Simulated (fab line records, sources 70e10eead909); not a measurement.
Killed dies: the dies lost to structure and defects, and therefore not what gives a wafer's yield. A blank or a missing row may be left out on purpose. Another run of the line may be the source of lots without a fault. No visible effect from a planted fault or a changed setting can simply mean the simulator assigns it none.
Matching of chambers ; flow nand-harc ; rie-si-06 running NHARC_A_CHANNEL_FILL_D2_ETCHBACK_19: 4 sister chambers
The step etches the open film in HBr/Cl2, target depth 5 nm, time 1.7 s. 16 wafers are shown with their chamber, then 8 later ones without.

## WAFERS WITH THEIR CHAMBER
wafer;chamber;drypump-motor-current-A (A);oes-product-au (a.u.);hbr-flow-sccm (sccm)
L872.2;3;5.3;0.988;150.4
L872.4;1;5.8;0.985;150.6
L872.6;0;5.9;0.979;149.9
L874.1;1;5.8;0.998;150.1
L874.3;3;5.3;0.992;149.7
L874.4;0;5.8;0.996;150.3
L875.1;0;5.9;0.997;150.2
L875.5;1;5.8;1.000;150.5
L875.6;0;5.9;1.000;150.4
L885.1;3;5.3;1.006;149.3
L885.3;2;5.4;1.002;150.0
L885.5;2;5.4;1.002;150.7
L887.1;3;5.3;0.997;149.8
L887.4;1;5.8;0.990;149.7
L887.6;1;5.8;0.990;150.2
L890.3;0;5.9;1.006;149.9

SIGNATURES (averages over the wafers above)
reading;chamber 0;chamber 1;chamber 2;chamber 3;scatter within a chamber
drypump-motor-current-A;5.880;5.800;5.400;5.300;0.0258
oes-product-au;0.99560;0.99260;1.00200;0.99575;0.00786
hbr-flow-sccm;150.140;150.220;150.350;149.800;0.363
Rule: a wafer's distance from a chamber is the root of the sum, over the readings, of the square of ((its reading less the chamber's mean) divided by the reading's scatter). The wafer belongs to the nearest chamber; if the next one is less than 2 further off, it can't be placed. The scatter: the root of (the sum of the squares of (reading less its chamber's mean) over the shown wafers, divided by (wafers less chambers)).

## WAFERS WITH NO CHAMBER GIVEN
wafer;drypump-motor-current-A (A);oes-product-au (a.u.);hbr-flow-sccm (sccm)
L890.4;5.3;1.006;149.9
L890.5;5.8;1.000;150.0
L891.3;5.4;0.987;150.1
L891.5;5.8;0.985;150.7
L891.6;5.9;0.981;149.9
L893.2;5.8;0.986;150.1
L893.5;5.8;0.988;149.9
L893.6;5.8;0.998;149.4

## CHAMBER TAKEN BY EACH
wafer;from the rows above;in truth
L890.4;3;3
L890.5;1;1
L891.3;2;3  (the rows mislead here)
L891.5;1;1
L891.6;0;0
L893.2;1;1
L893.5;1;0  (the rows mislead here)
L893.6;can't be placed: 1 or 0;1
Correct placement for 5 of the 8. Can't be placed from these rows: 1 (the true chamber is among the candidates in 1). Number placed wrongly: 2.
